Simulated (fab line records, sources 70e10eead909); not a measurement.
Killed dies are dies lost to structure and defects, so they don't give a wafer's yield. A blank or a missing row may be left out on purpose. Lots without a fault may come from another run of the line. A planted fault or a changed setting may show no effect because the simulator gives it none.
fab line records | flow nand_harc | part 1 of 2: steps 1 to 21 of 27
record lots=5 wafers=15 last_day=25
route steps=1159 shown A_STAIRCASE@527
lots that met no fault: from a run of the same line without faults
start_h: hours from the record's first day to the start of the lot's first wafer shown | wait_h: hours since the lot's step before | " the same as in the row above | L1.1+2: a row that stands for several wafers | - no value, or no start given | * or withheld: withheld | < > ~ a bound
route shown NAME@n: a module of which the file shows steps, and the number in the route of the first | usual: mean/standard deviation of fault-free wafers | same: alike in all rows | chamber/n: place in a boat | sites: the reading at each site | _std_site: their standard deviation | _edge_site: outer sites' mean less inner sites' | radius_mm: how far each site lies from the wafer's centre | mask NAME#n: copy n | behind: the tool/chamber that last shaped the wafer | hold: why the lot was held/for how many hours/how that ended | device: the transistor (n, p or np) that didn't switch | end of line: the same wafers' tests at the end of the route | a step without rows: its recipe alone | killed: dies lost to structure and defects at the first sort, not the wafer's yield | map: a wafer's dies, x killed, . not, _ none there
set.NAME: the setting as run; set.NAME@STEP: as run at that earlier step | model.NAME: the simulator's own value behind a step, which no gauge read
lots at some steps of the route; a table a step, a row a wafer
services: from which hour (start_h, from the record's first day; less than 0 if before it) a tool's chamber was out of use, for how many hours, and why
## steps
# step NHARC_A_STAIRCASE_DEVELOP_165
# recipe time_s=140
# usual chill_plate_temp_C=23.01/0.11
# same time_s=140
# columns lot.wafer tool chamber start_h wait_h chill_plate_temp_C
L081.2 litho_track-02 0 - - 23.18
L081.5 " 0 " " 23.10
L081.6 " 0 " " 23.04
L087.3 litho_track-05 0 - - 22.82
L087.4 " 0 " " 22.75
L087.5 " 0 " " 23.04
L089.3 litho_track-05 0 - - 23.13
L089.4 " 0 " " 22.99
L089.6 " 0 " " 23.00
L093.4 litho_track-03 0 - - 23.14
L093.5 " 0 " " 23.07
L093.6 " 0 " " 23.05
L095.3 litho_track-02 0 - - 22.84
L095.4 " 0 " " 23.10
L095.5 " 0 " " 23.17
# step NHARC_A_STAIRCASE_HARDBAKE_167
# recipe temp_c=120 time_s=140
# usual chill_plate_temp_C=22.98/0.11
# same time_s=140
# columns lot.wafer tool chamber start_h wait_h chill_plate_temp_C
L081.2 litho_track-03 0 270.90 - 23.05
L081.5 " 0 " " 23.05
L081.6 " 0 " " 22.93
L087.3 litho_track-02 0 309.25 - 23.01
L087.4 " 0 " " 22.81
L087.5 " 0 " " 22.96
L089.3 litho_track-05 0 319.98 - 22.99
L089.4 " 0 " " 22.93
L089.6 " 0 " " 22.98
L093.4 litho_track-03 0 345.49 - 22.97
L093.5 " 0 " " 22.81
L093.6 " 0 " " 22.97
L095.3 litho_track-02 0 354.91 - 22.88
L095.4 " 0 " " 22.80
L095.5 " 0 " " 22.89
# step NHARC_A_STAIRCASE_DESCUM_168
# recipe time_s=3 o2_flow_sccm=200 ar_flow_sccm=0 bias_power_w=0 chemistry=O2
# usual drypump_motor_current_A=5.9/0.43 oes_product_au=0.996/0.0095 rf_vpp_V=57.5/0.9 showerhead_plenum_p_Torr=1.88/0.097 throttle_valve_pct=11.312/0.01
# same time_s=3
# columns lot.wafer tool chamber start_h wait_h drypump_motor_current_A oes_product_au rf_hours_counter_h rf_vpp_V showerhead_plenum_p_Torr throttle_valve_pct
L081.2 rie_diel-13 1 271.01 - 5.3 0.999 57 57.7 1.82 11.303
L081.6 " 3 " " 5.4 0.996 - 57.5 1.78 11.323
L081.5 " 0 " " 5.7 0.974 - 57.4 1.94 11.328
L087.3 rie_diel-01 0 309.33 - 5.8 0.988 60 56.1 1.88 11.313
L087.4 " 2 " " 5.8 1.004 - 56.8 1.80 11.329
L087.5 " 3 " " 6.0 0.994 - 57.8 1.92 11.321
L089.4 rie_diel-06 1 320.07 - 6.6 1.007 25 56.6 2.00 11.299
L089.3 " 3 " " 6.2 1.007 25 57.0 1.77 11.320
L089.6 " 1 " " 6.5 1.004 - 58.7 2.00 11.304
L093.4 rie_diel-13 3 345.60 - 5.4 0.980 28 55.9 1.77 11.306
L093.6 " 2 " " 6.5 0.992 - 57.0 2.07 11.313
L093.5 " 3 " " 5.4 0.985 - 55.8 1.77 11.307
L095.4 rie_diel-06 3 355.00 - 6.3 1.002 40 56.9 1.77 11.315
L095.3 " 2 " " 6.4 0.992 40 57.3 1.94 11.313
L095.5 " 3 " " 6.3 0.998 - 57.0 1.77 11.303
# step NHARC_A_STAIRCASE_ETCH_169
# recipe target_depth_a=500 time_s=107.1 ion_energy_ev=120 ch3f_flow_sccm=50 o2_flow_sccm=30 ar_flow_sccm=200 rf_w=500 bias_w=100 chemistry=CH3F/O2
# usual drypump_motor_current_A=5.9/0.44 oes_product_au=0.945/0.023 rf_vpp_V=243.8/1.8 showerhead_plenum_p_Torr=2.42/0.12 throttle_valve_pct=20.663/0.0092
# same time_s=107.1
# columns lot.wafer tool chamber start_h wait_h drypump_motor_current_A oes_product_au rf_hours_counter_h rf_vpp_V showerhead_plenum_p_Torr throttle_valve_pct
L081.2 rie_diel-13 3 271.15 0.1 5.4 0.922 57 240.6 2.29 20.664
L081.5 " 1 " " 5.3 0.919 - 242.6 2.34 20.677
L081.6 " 2 " " 6.5 0.925 - 240.6 2.27 20.679
L087.3 rie_diel-01 3 309.55 0.2 6.0 0.936 64 243.8 2.47 20.659
L087.5 " 0 " " 5.8 0.941 - 244.4 2.41 20.670
L087.4 " 2 " " 5.8 0.944 - 241.6 2.32 20.664
L089.3 rie_diel-06 0 320.14 0.1 5.9 0.930 26 244.4 2.51 20.678
L089.4 " 3 " " 6.3 0.954 25 240.7 2.28 20.671
L089.6 " 0 " " 5.9 0.939 - 246.4 2.51 20.652
L093.4 rie_diel-13 0 345.85 0.2 5.6 0.961 25 244.5 2.48 20.646
L093.5 " 1 " " 5.3 0.936 - 242.1 2.33 20.648
L093.6 " 2 " " 6.5 0.931 - 247.8 2.65 20.659
L095.3 rie_diel-06 3 355.09 0.1 6.3 0.970 40 242.6 2.27 20.639
L095.4 " 0 " " 5.9 0.954 41 244.9 2.50 20.661
L095.5 " 3 " " 6.3 0.965 - 241.5 2.27 20.664
# step NHARC_A_STAIRCASE_ETCH_170
# recipe target_depth_a=2000 time_s=66.667 ion_energy_ev=250 c4f6_flow_sccm=25 o2_flow_sccm=20 ar_flow_sccm=500 rf_w=600 bias_w=500 chemistry=C4F6/O2
# usual drypump_motor_current_A=5.9/0.44 oes_product_au=0.966/0.015 rf_vpp_V=545/3.8 showerhead_plenum_p_Torr=3.86/0.17 throttle_valve_pct=26.904/0.0086
# same time_s=66.667
# columns lot.wafer tool chamber start_h wait_h drypump_motor_current_A oes_product_au rf_hours_counter_h rf_vpp_V showerhead_plenum_p_Torr throttle_valve_pct
L081.2 rie_diel-13 3 - - 5.4 0.964 57 541 3.67 26.922
L081.5 " 1 " " 5.3 0.960 - 543 3.74 26.911
L081.6 " 2 " " 6.6 0.971 - 540 3.64 26.910
L087.3 rie_diel-01 0 - - 5.8 0.963 60 544 3.86 26.896
L087.5 " 3 " " 6.0 0.968 - 548 3.94 26.912
L087.4 " 0 " " 5.8 0.971 - 546 3.86 26.919
L089.3 rie_diel-06 2 - - 6.4 0.958 25 549 3.99 26.908
L089.4 " 0 " " 5.9 0.955 26 548 4.00 26.900
L089.6 " 2 " " 6.5 0.958 - 548 3.99 26.884
L093.4 rie_diel-13 2 - - 6.6 0.956 27 553 4.21 26.910
L093.6 " 1 " " 5.3 0.963 - 543 3.72 26.885
L093.5 " 2 " " 6.6 0.960 - 552 4.21 26.917
L095.4 rie_diel-06 2 - - 6.4 0.973 40 548 3.98 26.900
L095.3 " 0 " " 5.9 0.973 41 548 3.99 26.908
L095.5 " 3 " " 6.3 0.986 - 541 3.65 26.921
# step NHARC_A_STAIRCASE_STRIP_171
# recipe power_w=1500 temp_c=250 chemistry=O2
# usual drypump_motor_current_A=5.29/0.26 heater_power_w=347/33
# columns lot.wafer tool chamber start_h wait_h drypump_motor_current_A heater_power_w rf_hours_counter_h
L081.2 plasma_asher-02 1 271.43 - 5.71 330 28
L081.6 " 0 " " 5.57 291 -
L081.5 " 1 " " 5.73 327 -
L087.4 plasma_asher-01 1 309.89 - 5.11 385 -
L087.3 " 0 " " 5.11 350 -
L087.5 " 0 " " 5.10 352 -
L089.4 plasma_asher-02 0 320.50 - 5.58 294 -
L089.3 " 1 " " 5.75 316 -
L089.6 " 0 " " 5.57 297 -
L093.4 plasma_asher-01 1 346.15 - 5.13 374 -
L093.6 " 1 " " 5.12 373 -
L093.5 " 0 " " 5.09 354 -
L095.4 plasma_asher-01 0 355.41 - 5.11 346 -
L095.3 " 1 " " 5.12 388 -
L095.5 " 0 " " 5.12 349 -
# step NHARC_A_STAIRCASE_STRIP_172
# recipe time_s=900 temp_c=130 chemistry=SPM
# usual bath_heat_duty_pct=15.2/2.1
# same time_s=900
# columns lot.wafer tool chamber start_h wait_h bath_heat_duty_pct
L081.6 wet_bench-01 6 271.73 0.1 16.0
L081.5 " 7 " " 15.0
L081.2 " 3 " " 14.9
L087.4 wet_bench-09 2 310.15 0.2 18.5
L087.3 " 3 " " 16.5
L087.5 " 4 " " 13.6
L089.6 wet_bench-09 3 320.76 0.1 15.2
L089.4 " 5 " " 17.5
L089.3 " 0 " " 14.0
L093.6 wet_bench-01 5 346.40 0.1 13.0
L093.5 " 6 " " 16.7
L093.4 " 2 " " 20.6
L095.4 wet_bench-09 3 355.67 0.2 15.7
L095.5 " 4 " " 13.1
L095.3 " 5 " " 17.5
# step NHARC_A_STAIRCASE_PRECLEAN_173
# recipe time_s=* temp_c=50 bath_age_min=0 chemistry=SC1
# usual bath_heat_duty_pct=7.3/0.96
# same time_s=*
# columns lot.wafer tool chamber start_h wait_h bath_heat_duty_pct
L081.6 wet_bench-01 6 - - 7.1
L081.5 " 7 " " 7.0
L081.2 " 3 " " 7.3
L087.4 wet_bench-09 2 - - 7.8
L087.3 " 3 " " 7.6
L087.5 " 4 " " 5.9
L089.6 wet_bench-09 3 - - 7.5
L089.4 " 5 " " 8.8
L089.3 " 0 " " 6.4
L093.6 wet_bench-01 5 - - 6.0
L093.5 " 6 " " 8.0
L093.4 " 2 " " 8.7
L095.4 wet_bench-09 3 - - 7.0
L095.5 " 4 " " 7.2
L095.3 " 5 " " 8.8
# step NHARC_A_STAIRCASE_SRD_174
# columns lot.wafer tool chamber start_h wait_h
L081.6+5+2 wet_bench-01 6,7,3 - -
L087.4+3+5 wet_bench-09 2,3,4 - -
L089.6+4+3 wet_bench-09 3,5,0 - -
L093.6+5+4 wet_bench-01 5,6,2 - -
L095.4+5+3 wet_bench-09 3,4,5 - -
# step NHARC_A_STAIRCASE_DEHYDRATE_01
# recipe temp_c=150 time_s=120
# usual chill_plate_temp_C=23.01/0.12
# same time_s=120
# columns lot.wafer tool chamber start_h wait_h chill_plate_temp_C
L081.2 litho_track-03 0 272.18 - 23.06
L081.5 " 0 " " 22.96
L081.6 " 0 " " 23.12
L087.3 litho_track-03 0 310.60 - 23.11
L087.4 " 0 " " 23.03
L087.5 " 0 " " 23.06
L089.3 litho_track-02 0 321.23 - 22.92
L089.4 " 0 " " 23.07
L089.6 " 0 " " 23.19
L093.4 litho_track-05 0 346.87 - 22.78
L093.5 " 0 " " 22.96
L093.6 " 0 " " 22.89
L095.3 litho_track-03 0 356.12 - 22.84
L095.4 " 0 " " 23.10
L095.5 " 0 " " 23.04
# step NHARC_A_STAIRCASE_HMDS_02
# recipe time_s=30
# usual chill_plate_temp_C=23.01/0.12
# same time_s=30
# columns lot.wafer tool chamber start_h wait_h chill_plate_temp_C
L081.2 litho_track-03 0 - - 23.09
L081.5 " 0 " " 23.03
L081.6 " 0 " " 22.96
L087.3 litho_track-03 0 - - 23.05
L087.4 " 0 " " 22.95
L087.5 " 0 " " 23.09
L089.3 litho_track-02 0 - - 23.20
L089.4 " 0 " " 23.04
L089.6 " 0 " " 23.08
L093.4 litho_track-05 0 - - 23.11
L093.5 " 0 " " 23.12
L093.6 " 0 " " 23.12
L095.3 litho_track-03 0 - - 22.91
L095.4 " 0 " " 23.14
L095.5 " 0 " " 23.06
# step NHARC_A_STAIRCASE_COAT_03
# recipe spin_rpm=1200
# usual chill_plate_temp_C=23.00/0.1
# columns lot.wafer tool chamber start_h wait_h chill_plate_temp_C
L081.2 litho_track-03 0 - - 22.87
L081.5 " 0 " " 23.08
L081.6 " 0 " " 23.02
L087.3 litho_track-03 0 - - 23.04
L087.4 " 0 " " 23.11
L087.5 " 0 " " 23.06
L089.3 litho_track-02 0 - - 22.81
L089.4 " 0 " " 22.85
L089.6 " 0 " " 22.89
L093.4 litho_track-05 0 - - 22.86
L093.5 " 0 " " 22.94
L093.6 " 0 " " 23.00
L095.3 litho_track-03 0 - - 23.02
L095.4 " 0 " " 23.10
L095.5 " 0 " " 22.85
# step NHARC_A_STAIRCASE_SOFTBAKE_04
# recipe temp_c=135 time_s=170
# usual chill_plate_temp_C=23.00/0.1
# same time_s=170
# columns lot.wafer tool chamber start_h wait_h chill_plate_temp_C
L081.2 litho_track-03 0 - - 22.91
L081.5 " 0 " " 23.16
L081.6 " 0 " " 23.18
L087.3 litho_track-03 0 - - 23.03
L087.4 " 0 " " 23.02
L087.5 " 0 " " 23.07
L089.3 litho_track-02 0 - - 23.26
L089.4 " 0 " " 23.10
L089.6 " 0 " " 22.94
L093.4 litho_track-05 0 - - 23.10
L093.5 " 0 " " 23.07
L093.6 " 0 " " 23.09
L095.3 litho_track-03 0 - - 23.05
L095.4 " 0 " " 23.03
L095.5 " 0 " " 22.99
# step NHARC_A_STAIRCASE_EBR_05
# usual chill_plate_temp_C=22.99/0.1
# columns lot.wafer tool chamber start_h wait_h chill_plate_temp_C
L081.2 litho_track-03 0 - - 23.01
L081.5 " 0 " " 23.13
L081.6 " 0 " " 23.04
L087.3 litho_track-03 0 - - 23.19
L087.4 " 0 " " 23.19
L087.5 " 0 " " 23.15
L089.3 litho_track-02 0 - - 23.03
L089.4 " 0 " " 22.89
L089.6 " 0 " " 22.94
L093.4 litho_track-05 0 - - 22.85
L093.5 " 0 " " 22.79
L093.6 " 0 " " 22.85
L095.3 litho_track-03 0 - - 22.83
L095.4 " 0 " " 23.01
L095.5 " 0 " " 22.98
# step NHARC_A_STAIRCASE_EXPOSE_06
# recipe na=0.5 dose_mj=25.43 mask_id=STAIR
# columns lot.wafer tool chamber start_h wait_h mask
L081.2+5+6 krf_scanner-02 0 272.52 - STAIR#0
L087.3+4+5 krf_scanner-02 0 310.95 - STAIR#0
L089.3+4+6 krf_scanner-01 0 321.44 - STAIR#0
L093.4+5+6 krf_scanner-01 0 347.21 - STAIR#0
L095.3+4+5 krf_scanner-03 0 356.34 - STAIR#0
# step NHARC_A_STAIRCASE_PEB_07
# recipe peb_temp_c=115 peb_time_s=130
# usual chill_plate_temp_C=23.02/0.098
# columns lot.wafer tool chamber start_h wait_h chill_plate_temp_C
L081.2 litho_track-02 0 272.58 0.1 22.89
L081.5 " 0 " " 22.91
L081.6 " 0 " " 22.93
L087.3 litho_track-02 0 311.00 0.0 22.98
L087.4 " 0 " " 23.06
L087.5 " 0 " " 23.30
L089.3 litho_track-05 0 321.50 0.0 23.13
L089.4 " 0 " " 23.12
L089.6 " 0 " " 23.17
L093.4 litho_track-02 0 347.26 0.0 22.92
L093.5 " 0 " " 22.90
L093.6 " 0 " " 22.94
L095.3 litho_track-02 0 356.40 0.1 22.96
L095.4 " 0 " " 23.01
L095.5 " 0 " " 22.98
# step NHARC_A_STAIRCASE_DEVELOP_08
# recipe time_s=140
# usual chill_plate_temp_C=23.00/0.11
# same time_s=140
# columns lot.wafer tool chamber start_h wait_h chill_plate_temp_C
L081.2 litho_track-02 0 - - 22.91
L081.5 " 0 " " 22.78
L081.6 " 0 " " 22.86
L087.3 litho_track-02 0 - - 22.99
L087.4 " 0 " " 23.11
L087.5 " 0 " " 23.07
L089.3 litho_track-05 0 - - 22.83
L089.4 " 0 " " 22.87
L089.6 " 0 " " 23.02
L093.4 litho_track-02 0 - - 23.21
L093.5 " 0 " " 23.10
L093.6 " 0 " " 23.18
L095.3 litho_track-02 0 - - 22.87
L095.4 " 0 " " 23.02
L095.5 " 0 " " 22.83
# step NHARC_A_STAIRCASE_HARDBAKE_10
# recipe temp_c=120 time_s=140
# usual chill_plate_temp_C=22.97/0.097
# same time_s=140
# columns lot.wafer tool chamber start_h wait_h chill_plate_temp_C
L081.2 litho_track-05 0 272.80 - 22.90
L081.5 " 0 " " 22.93
L081.6 " 0 " " 22.92
L087.3 litho_track-05 0 311.23 - 23.00
L087.4 " 0 " " 23.02
L087.5 " 0 " " 23.09
L089.3 litho_track-05 0 321.74 - 23.08
L089.4 " 0 " " 23.00
L089.6 " 0 " " 23.04
L093.4 litho_track-03 0 347.49 - 22.93
L093.5 " 0 " " 22.84
L093.6 " 0 " " 22.87
L095.3 litho_track-05 0 356.62 - 22.94
L095.4 " 0 " " 22.99
L095.5 " 0 " " 22.95
# step NHARC_A_STAIRCASE_DESCUM_11
# recipe time_s=3 o2_flow_sccm=200 ar_flow_sccm=0 bias_power_w=0 chemistry=O2
# usual drypump_motor_current_A=5.9/0.41 oes_product_au=0.998/0.0084 rf_vpp_V=57.8/0.93 showerhead_plenum_p_Torr=1.89/0.096 throttle_valve_pct=11.313/0.0086
# same time_s=3
# columns lot.wafer tool chamber start_h wait_h drypump_motor_current_A oes_product_au rf_hours_counter_h rf_vpp_V showerhead_plenum_p_Torr throttle_valve_pct
L081.2 rie_diel-06 1 272.91 - 6.6 1.004 7 58.4 2.01 11.312
L081.6 " 3 " " 6.3 1.009 - 57.3 1.78 11.303
L081.5 " 0 " " 5.9 0.994 - 58.3 1.96 11.308
L087.3 rie_diel-06 2 311.33 - 6.4 0.998 21 56.9 1.95 11.322
L087.4 " 3 " " 6.3 0.997 22 56.5 1.77 11.333
L087.5 " 0 " " 5.9 0.995 - 58.6 1.96 11.303
L089.4 rie_diel-13 3 321.82 - 5.4 1.000 17 56.8 1.77 11.309
L089.3 " 2 " " 6.5 1.002 16 58.5 2.07 11.314
L089.6 " 3 " " 5.4 0.986 - 57.0 1.77 11.308
L093.4 rie_diel-01 1 347.58 - 5.6 1.010 6 57.0 1.79 11.324
L093.5 " 0 " " 5.8 1.012 - 57.2 1.87 11.316
L093.6 " 1 " " 5.6 1.011 - 57.7 1.79 11.314
L095.4 rie_diel-01 0 356.71 - 5.7 1.002 11 56.4 1.87 11.323
L095.3 " 1 " " 5.6 1.000 9 56.1 1.79 11.323
L095.5 " 0 " " 5.7 1.006 - 56.6 1.87 11.309
# step NHARC_A_STAIRCASE_TRIM_12
# recipe time_s=211.2 o2_flow_sccm=500 ar_flow_sccm=0 bias_w=0 chemistry=O2
# usual drypump_motor_current_A=5.9/0.41 oes_product_au=0.999/0.009 rf_vpp_V=57.6/0.94 showerhead_plenum_p_Torr=3.48/0.16 throttle_valve_pct=17.035/0.01
# same time_s=211.2
# columns lot.wafer tool chamber start_h wait_h drypump_motor_current_A oes_product_au rf_hours_counter_h rf_vpp_V showerhead_plenum_p_Torr throttle_valve_pct
L081.2 rie_diel-06 2 273.00 0.1 6.4 0.999 8 57.1 3.60 17.031
L081.6 " 0 " " 5.9 0.981 - 58.2 3.61 17.042
L081.5 " 1 " " 6.5 0.995 - 57.4 3.69 17.029
L087.4 rie_diel-06 2 311.45 0.1 6.4 0.997 21 57.1 3.59 17.032
L087.3 " 3 " " 6.3 1.007 22 56.8 3.28 17.022
L087.5 " 2 " " 6.4 1.006 - 57.6 3.59 17.031
L089.4 rie_diel-13 1 321.95 0.1 5.3 0.993 16 56.8 3.35 17.031
L089.3 " 3 " " 5.4 0.997 17 57.9 3.28 17.017
L089.6 " 2 " " 6.6 0.992 - 58.0 3.80 17.052
L093.4 rie_diel-01 3 347.70 0.1 6.0 1.005 7 57.0 3.54 17.030
L093.6 " 0 " " 5.8 1.016 - 57.4 3.46 17.051
L093.5 " 1 " " 5.6 1.009 - 57.3 3.31 17.029
L095.3 rie_diel-01 3 356.80 0.1 6.0 1.001 11 58.0 3.53 17.037
L095.4 " 1 " " 5.6 1.005 9 58.4 3.31 17.042
L095.5 " 2 " " 5.8 1.000 - 58.6 3.33 17.048
# step NHARC_A_STAIRCASE_ETCH_13
# recipe target_depth_a=1000 time_s=40.5 ion_energy_ev=400 c4f8_flow_sccm=20 o2_flow_sccm=10 ar_flow_sccm=withheld rf_w=600 bias_w=1000 chemistry=C4F8/O2
# usual oes_product_au=0.937/0.013 rf_vpp_V=894/6.1
# same time_s=40.5
# columns lot.wafer tool chamber start_h wait_h oes_product_au rf_hours_counter_h rf_vpp_V
L081.2 rie_diel-06 1 - - 0.948 7 902
L081.5 " 0 " " 0.936 - 899
L081.6 " 1 " " 0.952 - 904
L087.4 rie_diel-06 2 - - 0.930 22 898
L087.3 " 0 " " 0.931 22 900
L087.5 " 2 " " 0.933 - 900
L089.4 rie_diel-13 0 - - 0.927 15 898
L089.3 " 1 " " 0.924 16 889
L089.6 " 2 " " 0.922 - 905
L093.4 rie_diel-01 1 - - 0.936 6 888
L093.6 " 3 " " 0.942 - 896
L093.5 " 0 " " 0.947 - 895
L095.3 rie_diel-01 0 - - 0.951 11 894
L095.4 " 1 " " 0.961 9 887
L095.5 " 0 " " 0.962 - 893
